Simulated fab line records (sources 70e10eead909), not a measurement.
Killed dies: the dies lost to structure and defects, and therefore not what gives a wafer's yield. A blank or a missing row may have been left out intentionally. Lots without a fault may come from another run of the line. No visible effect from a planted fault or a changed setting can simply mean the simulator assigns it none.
fab line records | flow nand_harc | part 2 of 2: steps 27 to 37 of 37
record: lots: 5 wafers: 15 last_day: 25
route steps=1159 shown A_BONDPAD@1062 HYBRID_BOND@1094
lots that met no fault: taken from a fault-free run of the same line
start_h: hours from the record's first day to the start of the lot's first wafer shown | wait_h: hours from the lot's prior step to this one | " same as the row above | L1.1+2: a row that stands for several wafers | - no value, or no start was given | * or withheld: withheld | < > ~ a bound
route shown NAME@n: NAME is a module with steps in the file, n the number in the route of the first one | usual: mean/standard deviation taken from wafers without a fault | same: alike in all rows | chamber/n: place in a boat | sites: readings site by site | _std_site: the values' standard deviation | _edge_site: outer sites' mean less inner sites' | radius_mm: for every site, how far away it sits from the centre of the wafer | mask NAME#n: copy n | behind: the last tool/chamber to shape the wafer | hold: why the lot was held/for how many hours/how that ended | device: the n, p or np transistor that did not switch | end of line: at the end of the route, the tests of the same wafers | a step given without rows: its recipe and nothing more | killed: dies lost to structure and defects at the first sort, not the wafer's yield | map: the dies of a wafer, with x for killed, . for not killed, _ for no die there
set.NAME: the setting the step ran with; set.NAME@STEP: the setting that earlier step ran with | model.NAME: the simulator's own value behind a step, which no gauge read
lots at some steps of the route; a table a step, a row a wafer
services: the hour from which a tool's chamber was out of use, counted from the record's first day as start_h (under 0 if before that day), plus the number of hours and why
== steps ==
step: NHARC_A_BONDPAD_CMP_19
recipe: t_overpolish_s: 30 cu_recess_touch_s: 16 target_thk_nm: 169.8
usual: motor_current_A: 11.7/1.1 overpolish_run_s: 30.000/0.0084
columns lot.wafer tool chamber start_h wait_h motor_current_A overpolish_run_s
L074.1 cmp-03 1 410.45 - 10.5 30.019
L074.4 " 3 " " 10.9 29.999
L074.6 " 0 " " 12.5 30.009
L078.4 cmp-04 3 421.30 - 12.6 29.998
L078.2 " 1 " " 12.3 29.999
L078.6 " 3 " " 12.5 29.991
L079.2 cmp-03 3 448.71 - 11.0 30.002
L079.3 " 0 " " 12.4 29.995
L079.4 " 1 " " 10.5 30.013
L082.3 cmp-01 2 463.00 - 12.8 30.006
L082.2 " 3 " " 11.9 30.012
L082.6 " 0 " " 11.7 30.001
L096.3 cmp-03 1 555.49 - 10.5 29.995
L096.6 " 2 " " 10.9 30.003
L096.5 " 3 " " 11.0 29.998
step: NHARC_A_BONDPAD_THK_MEAS_20
recipe: thk_meas_gauge: xrf
usual: thk_nm: 169.6/1.8
columns lot.wafer tool chamber start_h wait_h thk_nm
L074.1 film_metro-02 - 410.75 - 168.0
L074.4 " - " " 170.0
L074.6 " - " " 167.3
L078.2 film_metro-02 - 421.59 - 167.8
L078.4 " - " " 170.5
L078.6 " - " " 167.0
L079.2 film_metro-02 - 449.01 - 169.9
L079.3 " - " " 171.1
L079.4 " - " " 168.0
L082.2 film_metro-01 - 463.26 - 166.3
L082.3 " - " " 171.6
L082.6 " - " " 171.4
L096.3 film_metro-01 - 555.74 - 173.0
L096.5 " - " " 170.7
L096.6 " - " " 171.3
step: NHARC_A_BONDPAD_SRD_21
recipe: time_s: 30 temp_c: 23 dry_time_s: 20 spin_rpm: 1500
columns lot.wafer tool chamber start_h wait_h
L074.4+1+6 wet_bench-10 3,5,6 410.80 0.0
L078.6+4+2 wet_bench-08 6,0,2 421.64 0.0
L079.4+3+2 wet_bench-08 1,4,5 449.05 0.0
L082.2+6+3 wet_bench-08 4,5,0 463.30 0.0
L096.3+5+6 wet_bench-08 7,0,2 555.77 0.0
step: NHARC_A_BONDPAD_INSPECT_23
usual: raw_defect_count: 498/150
columns lot.wafer tool chamber start_h wait_h raw_defect_count
L074.1 defect_inspect-01 - 410.96 0.0 405
L074.4 " - " " 367
L074.6 " - " " 290
L078.2 defect_inspect-02 - 421.82 0.0 591
L078.4 " - " " 466
L078.6 " - " " 543
L079.2 defect_inspect-01 - 449.23 0.0 353
L079.3 " - " " 365
L079.4 " - " " 373
L082.2 defect_inspect-01 - 463.48 0.0 582
L082.3 " - " " 617
L082.6 " - " " 620
L096.3 defect_inspect-02 - 555.96 0.0 568
L096.5 " - " " 471
L096.6 " - " " 532
step: NHARC_HYBRID_BOND_ACTIVATE_00
recipe: time_s: 60 n2_flow_sccm: 200 ar_flow_sccm: 0 bias_power_w: 0 chemistry: N2
usual: drypump_motor_current_A: 5.6/0.43 oes_product_au: 0.995/0.013 rf_vpp_V: 64.2/0.97 showerhead_plenum_p_Torr: 1.76/0.071
columns lot.wafer tool chamber start_h wait_h drypump_motor_current_A oes_product_au rf_hours_counter_h rf_vpp_V showerhead_plenum_p_Torr
L074.1 rie_diel-04 0 411.03 0.1 5.5 1.004 13 64.9 1.83
L074.4 " 1 " " 6.0 0.979 12 64.7 1.81
L074.6 " 0 " " 5.5 0.994 - 65.1 1.83
L078.4 rie_diel-12 0 421.88 0.1 5.1 1.011 13 64.2 1.89
L078.2 " 2 " " 6.2 1.015 12 63.0 1.64
L078.6 " 1 " " 6.0 1.024 - 63.8 1.69
L079.4 rie_diel-04 0 449.29 0.1 5.5 0.987 16 63.5 1.83
L079.3 " 1 " " 6.0 0.994 14 65.9 1.81
L079.2 " 2 " " 4.9 0.991 15 62.7 1.69
L082.3 rie_diel-01 2 463.54 0.1 5.7 1.010 52 65.8 1.90
L082.2 " 3 " " 6.1 0.999 55 64.1 1.67
L082.6 " 2 " " 5.7 1.014 - 66.7 1.90
L096.3 rie_diel-04 1 556.06 0.1 6.0 0.999 8 64.2 1.80
L096.6 " 2 " " 4.8 0.976 - 63.8 1.68
L096.5 " 3 " " 5.6 0.993 - 63.4 1.73
step: NHARC_HYBRID_BOND_PRECLEAN_01
recipe: time_s: 300 temp_c: 23 chemistry: DIW
columns lot.wafer tool chamber start_h wait_h
L074.1+4+6 wet_bench-10 4,6,7 411.17 0.1
L078.4+2+6 wet_bench-10 1,3,5 422.05 0.2
L079.3+4+2 wet_bench-08 1,3,4 449.47 0.2
L082.3+6+2 wet_bench-08 4,5,1 463.71 0.2
L096.6+5+3 wet_bench-10 7,3,4 556.18 0.1
step: NHARC_HYBRID_BOND_SRD_02
recipe: time_s: 30 temp_c: 23 dry_time_s: 20 spin_rpm: 1500
columns lot.wafer tool chamber start_h wait_h
L074.1+4+6 wet_bench-10 4,6,7 - -
L078.4+2+6 wet_bench-10 1,3,5 - -
L079.3+4+2 wet_bench-08 1,3,4 - -
L082.3+6+2 wet_bench-08 4,5,1 - -
L096.6+5+3 wet_bench-10 7,3,4 - -
step: NHARC_HYBRID_BOND_BOND_03
recipe: temp_c: 25
usual: bond_force_kN: 5.002/0.011
columns lot.wafer tool chamber start_h wait_h bond_force_kN
L074.1 wafer_bonder-01 0 411.42 - 4.999
L074.4 " 0 " " 4.982
L074.6 " 0 " " 4.997
L078.2 wafer_bonder-01 0 422.43 - 4.985
L078.4 " 0 " " 4.988
L078.6 " 0 " " 5.012
L079.2 wafer_bonder-01 0 449.85 - 4.999
L079.3 " 0 " " 4.996
L079.4 " 0 " " 5.004
L082.2 wafer_bonder-01 0 464.12 - 5.005
L082.3 " 0 " " 5.025
L082.6 " 0 " " 5.011
L096.3 wafer_bonder-01 0 556.73 - 5.002
L096.5 " 0 " " 5.002
L096.6 " 0 " " 5.008
step: NHARC_HYBRID_BOND_ANNEAL_04
recipe: temp_c: 300 time_s: 7200 ramp_up_c_per_min: 5 ramp_down_c_per_min: 3 idle_temp_c: 100 pressure_atm: 1
usual: pressure_atm: 0.9998/0.0018 spike_tc_bottom_C: 326/3.4 spike_tc_lower_C: 299.3/0.88
columns lot.wafer tool chamber start_h wait_h pressure_atm spike_tc_bottom_C spike_tc_lower_C
L074.1 furnace-06 0 420.59 9.0 1.0021 325 299.0
L074.4 " 0 " " 0.9992 326 297.6
L074.6 " 0 " " 0.9999 328 300.4
L078.2 furnace-06 0 431.62 9.0 0.9975 327 299.5
L078.4 " 0 " " 0.9992 327 299.4
L078.6 " 0 " " 0.9980 324 300.4
L079.2 furnace-05 0 455.56 5.6 0.9991 329 300.1
L079.3 " 0 " " 0.9995 328 299.5
L079.4 " 0 " " 1.0011 329 298.6
L082.2 furnace-05 0 466.00 1.7 0.9959 329 301.7
L082.3 " 0 " " 0.9990 330 298.8
L082.6 " 0 " " 0.9964 330 298.1
L096.3 furnace-05 0 560.96 4.1 1.0014 330 298.4
L096.5 " 0 " " 1.0027 330 300.1
L096.6 " 0 " " 0.9986 328 299.3
step: NHARC_HYBRID_BOND_OVL_MEAS_05
usual: overlay_x_nm: -2/33 overlay_y_nm: 1/34
columns lot.wafer tool chamber start_h wait_h overlay_x_nm overlay_y_nm
L074.1 overlay-01 - 425.32 0.4 -14 -52
L074.4 " - " " -41 -3
L074.6 " - " " -41 -33
L078.2 overlay-01 - 436.42 0.4 -50 -63
L078.4 " - " " -26 -12
L078.6 " - " " -8 -24
L079.2 overlay-01 - 460.23 0.4 -16 -18
L079.3 " - " " 39 -26
L079.4 " - " " -73 -55
L082.2 overlay-01 - 470.69 0.4 2 36
L082.3 " - " " -7 30
L082.6 " - " " -57 8
L096.3 overlay-02 - 565.65 0.4 25 11
L096.5 " - " " 13 8
L096.6 " - " " -44 -8
step: NHARC_HYBRID_BOND_INSPECT_06
recipe: inspect_instrument: ir_void
usual: raw_defect_count: 33/13
columns lot.wafer tool chamber start_h wait_h raw_defect_count
L074.1 defect_inspect-01 - 425.37 0.0 23
L074.4 " - " " 30
L074.6 " - " " 18
L078.2 defect_inspect-02 - 436.48 0.1 44
L078.4 " - " " 43
L078.6 " - " " 28
L079.2 defect_inspect-01 - 460.29 0.1 33
L079.3 " - " " 28
L079.4 " - " " 38
L082.2 defect_inspect-01 - 470.74 0.1 43
L082.3 " - " " 41
L082.6 " - " " 42
L096.3 defect_inspect-01 - 565.70 0.1 49
L096.5 " - " " 44
L096.6 " - " " 50
== services ==
columns tool chamber start_h hours kind
litho_track-03 - 388.00 7.0 pm
cmp-03 - 388.46 1.7 repair
pvd_sputter-02 - 392.04 10.0 pm
rie_diel-03 - 392.33 9.0 pm
furnace-05 - 405.67 26.0 pm
wet_bench-08 - 406.40 8.0 pm
litho_track-05 - 412.00 7.0 pm
wet_bench-10 - 423.20 8.0 pm
krf_scanner-04 - 430.93 0.7 repair
wet_bench-10 - 432.15 45.6 repair
rie_diel-11 - 432.78 0.4 repair
krf_scanner-04 - 444.16 0.5 repair
ecd_cu-01 - 448.58 8.0 pm
pvd_sputter-03 - 458.00 10.0 pm
rie_diel-04 - 465.99 9.0 pm
krf_scanner-04 - 470.00 4.0 pm
rie_diel-03 1 470.57 3.0 repair
wet_bench-10 - 511.08 1.4 repair
pvd_sputter-01 - 514.03 10.0 pm
litho_track-02 - 515.01 7.0 pm
rie_diel-03 0 540.85 6.3 repair
rie_diel-11 - 543.64 9.0 pm
pvd_sputter-03 - 544.72 2.2 repair
rie_diel-03 2 555.07 15.2 repair
